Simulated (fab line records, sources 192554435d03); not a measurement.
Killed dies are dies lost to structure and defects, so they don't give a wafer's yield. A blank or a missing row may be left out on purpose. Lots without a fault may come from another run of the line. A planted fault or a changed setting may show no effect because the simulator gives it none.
Chamber matching | flow n5_finfet | N5_BEOL_M1_CO_CAP_55 on cvd_co-02: 3 sister chambers
The step material Co, precursor CCTBA/H2, target thk 2 nm, time 102.1 s. 3 wafers are shown with their chamber, then 11 later ones without.

WAFERS WITH THEIR CHAMBER
wafer  | chamber | heater_power_w (W)
L092.2 | 2       | 245
L092.4 | 0       | 223
L091.1 | 1       | 220

WAFERS WITHOUT THEIR CHAMBER
wafer  | heater_power_w (W)
L091.3 | 236
L091.6 | 229
L093.3 | 222
L093.5 | 228
L093.6 | 225
L094.2 | 221
L094.5 | 237
L094.6 | 224
L097.1 | 240
L097.2 | 224
L097.6 | 216

WHICH CHAMBER EACH WENT THROUGH
wafer  | from the rows above          | in truth
L091.3 | can't be placed: 2 or 0 or 1 | 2
L091.6 | can't be placed: 0 or 1      | 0
L093.3 | can't be placed: 0 or 1      | 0
L093.5 | can't be placed: 0 or 1      | 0
L093.6 | can't be placed: 0 or 1      | 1
L094.2 | can't be placed: 1 or 0      | 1
L094.5 | can't be placed: 2 or 0 or 1 | 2
L094.6 | can't be placed: 0 or 1      | 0
L097.1 | 2                            | 2
L097.2 | can't be placed: 0 or 1      | 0
L097.6 | can't be placed: 1 or 0      | 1
Placed correctly: 1 of 11. Can't be placed from these rows: 10 (the true chamber is among the candidates in 10). Placed wrongly: 0.
How it was worked out, from the rows above alone: a wafer's distance from a chamber is the root of the sum, over the readings, of the square of ((its reading less the chamber's mean) divided by the reading's scatter). The wafer belongs to the nearest chamber; if the next one is less than 2 further off, it can't be placed. A chamber's mean is the mean of its shown wafers. The scatter: with one shown wafer a chamber, the root of the mean of the squares of how far each hidden wafer lies from its nearest shown one.
